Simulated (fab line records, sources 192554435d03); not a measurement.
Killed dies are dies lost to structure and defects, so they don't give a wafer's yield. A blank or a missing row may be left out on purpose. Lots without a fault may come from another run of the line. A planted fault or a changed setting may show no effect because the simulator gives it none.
Which tool did it? | flow n5_finfet | 12 lots, 36 wafers sampled, at 2 steps of a route of 1938

WHAT THE GAUGES READ, wafer by wafer
N5_BEOL_M11_CD_MEAS_35: target cd 70 nm.
lot  | measured     | on        | cd_nm (nm)
L076 | day 10 10:14 | cd_sem-03 | 70.7 70.2 71.8
L078 | day 11 11:28 | cd_sem-03 | 70.3 70.5 69.8
L079 | day 11 20:25 | cd_sem-03 | 69.5 69.0 68.9
L083 | day 12 14:34 | cd_sem-02 | 72.5 69.4 71.4
L082 | day 12 16:38 | cd_sem-03 | 67.8 68.9 71.1
L084 | day 13 07:31 | cd_sem-01 | 70.6 69.6 69.8
L088 | day 13 21:08 | cd_sem-01 | 70.3 70.6 70.1
L090 | day 14 11:15 | cd_sem-02 | 71.4 69.9 69.7
L089 | day 14 14:10 | cd_sem-03 | 69.9 69.4 69.5
L095 | day 15 10:56 | cd_sem-03 | 69.8 70.6 70.6
L093 | day 15 13:38 | cd_sem-03 | 69.3 70.2 70.3
L096 | day 16 06:18 | cd_sem-01 | 70.3 70.2 70.1

WHICH TOOL RAN EACH LOT (tool, then ch and the chambers of the sampled wafers, then the start)
lot  | N5_BEOL_M11_ETCH_61
L076 | rie_diel-05 ch 0,2, day 10 08:16
L078 | rie_diel-03 ch 2,3, day 11 09:20
L079 | rie_diel-05 ch 0,3, day 11 18:35
L083 | rie_diel-03 ch 0,3, day 12 11:48
L082 | rie_diel-03 ch 0,1,3, day 12 14:59
L084 | rie_diel-02 ch 1,2,3, day 13 05:56
L088 | rie_diel-05 ch 0,3, day 13 18:41
L090 | rie_diel-02 ch 1,2,3, day 14 07:52
L089 | rie_diel-05 ch 0,1, day 14 12:08
L095 | rie_diel-05 ch 0,1,2, day 15 08:23
L093 | rie_diel-03 ch 0,2,3, day 15 11:11
L096 | rie_diel-05 ch 0,1,3, day 16 04:51
- N5_BEOL_M11_ETCH_61: etches SiARC in CF4, target depth 39 nm, time 65 s.

THE ANSWER, worked out from the rows above alone
Rule: what is usual is taken from the lots themselves. Put in order of their means at a reading, lots are off if they are a third of the lots or fewer, leave a main group of 4 or more, and stand apart from it by a gap of 3 or more times the standard deviation of the main group's means; of several such gaps the widest counts. A main group whose means are all the same, to the digits that the tables above print for the reading, isn't used. A lot without any number at a reading at which 4 lots or more have one is off too. The other lots that the step has rows for count as sound.
No lot is off at any reading shown: from this, nothing can be told.

WHAT THE SIMULATOR HAD PUT IN
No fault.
